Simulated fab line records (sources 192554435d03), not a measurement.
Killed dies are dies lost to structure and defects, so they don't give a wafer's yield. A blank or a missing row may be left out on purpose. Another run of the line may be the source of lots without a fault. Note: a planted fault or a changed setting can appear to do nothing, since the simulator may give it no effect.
3 desks, one fault + flow n5Finfet + only its own numbers are on each desk; what lay behind them is given at the end

== THE DEFECT DESK ==
For each lot, the counts of the inspections along the route, averaged over the sampled wafers that have a number. If a lot's mean is further than 4 standard deviations from the usual mean, the lot is out of limits and carries the mark OUT (the distance appears in the brackets).
Columns: A = rawDefectCount at N5_BEOL_M8_INSPECT_13, usual 426
| lot  | first seen here | A   |
|------|-----------------|-----|
| L833 | day 9 19:04     | 440 |
| L834 | day 9 21:29     | 281 |
| L846 | day 13 05:49    | 502 |
| L847 | day 13 20:35    | 590 |
| L854 | day 14 20:10    | 486 |
| L853 | day 14 22:01    | 358 |
This desk's finding: nothing out of limits on any of the 6 lots.

== DESK OF THE TOOL OWNER: rieDiel-06 ==
The tool's own readings at N5_BEOL_M8_ETCH_62 (etches SOC in N2/H2, target depth 110 nm, overetch 22 nm, time 165 s): means of the sampled wafers that have a number, for each lot that ran on this tool. If a lot's mean is further than 4 standard deviations from the usual mean, the lot is out of limits and carries the mark OUT (the distance appears in the brackets).
Columns: A = drypumpMotorCurrentA at N5_BEOL_M8_ETCH_62, usual 5.5 A; B = oesProductAu at N5_BEOL_M8_ETCH_62, usual 0.71 a.u.; C = rfVppV at N5_BEOL_M8_ETCH_62, usual 523.4 V; D = showerheadPlenumPTorr at N5_BEOL_M8_ETCH_62, usual 2.52 Torr; E = throttleValvePct at N5_BEOL_M8_ETCH_62, usual 17.81 %
| lot  | first seen here | A   | B    | C     | D    | E     |
|------|-----------------|-----|------|-------|------|-------|
| L834 | day 9 21:37     | 5.5 | 0.65 | 522.7 | 2.47 | 17.91 |
| L846 | day 13 05:56    | 5.3 | 0.72 | 522.4 | 2.46 | 17.67 |
| L847 | day 13 20:57    | 5.3 | 0.71 | 522.8 | 2.46 | 17.68 |
This desk's finding: nothing out of limits on any of the 3 lots.

== METROLOGY DESK ==
Lot by lot, what the gauges showed, no matter which tool ran the lot: averages of those sampled wafers that carry a number. If a lot's mean is further than 4 standard deviations from the usual mean, the lot is out of limits and carries the mark OUT (the distance appears in the brackets).
Columns: A = cdNm at N5_BEOL_M8_CD_MEAS_11, usual 38.1 nm; B = M8_OVL at N5_BEOL_M8_OVL_MEAS_12, usual -0.1 nm
| lot  | first seen here | A    | B    |
|------|-----------------|------|------|
| L833 | day 9 19:01     | 37.3 | -0.5 |
| L834 | day 9 21:26     | 37.8 | 0.8  |
| L846 | day 13 05:46    | 38.3 | 0.2  |
| L847 | day 13 20:31    | 38.0 | -0.6 |
| L854 | day 14 20:07    | 37.9 | -1.3 |
| L853 | day 14 21:58    | 38.2 | -1.0 |
This desk's finding: nothing out of limits on any of the 6 lots.

== TAKEN TOGETHER ==
Nothing the defect desk looked at was out of limits.
Nothing out of limits was seen by the tool owner's desk.
From the metrology desk's view, nothing was out of limits.

== WHAT THE SIMULATOR HAD INSERTED ==
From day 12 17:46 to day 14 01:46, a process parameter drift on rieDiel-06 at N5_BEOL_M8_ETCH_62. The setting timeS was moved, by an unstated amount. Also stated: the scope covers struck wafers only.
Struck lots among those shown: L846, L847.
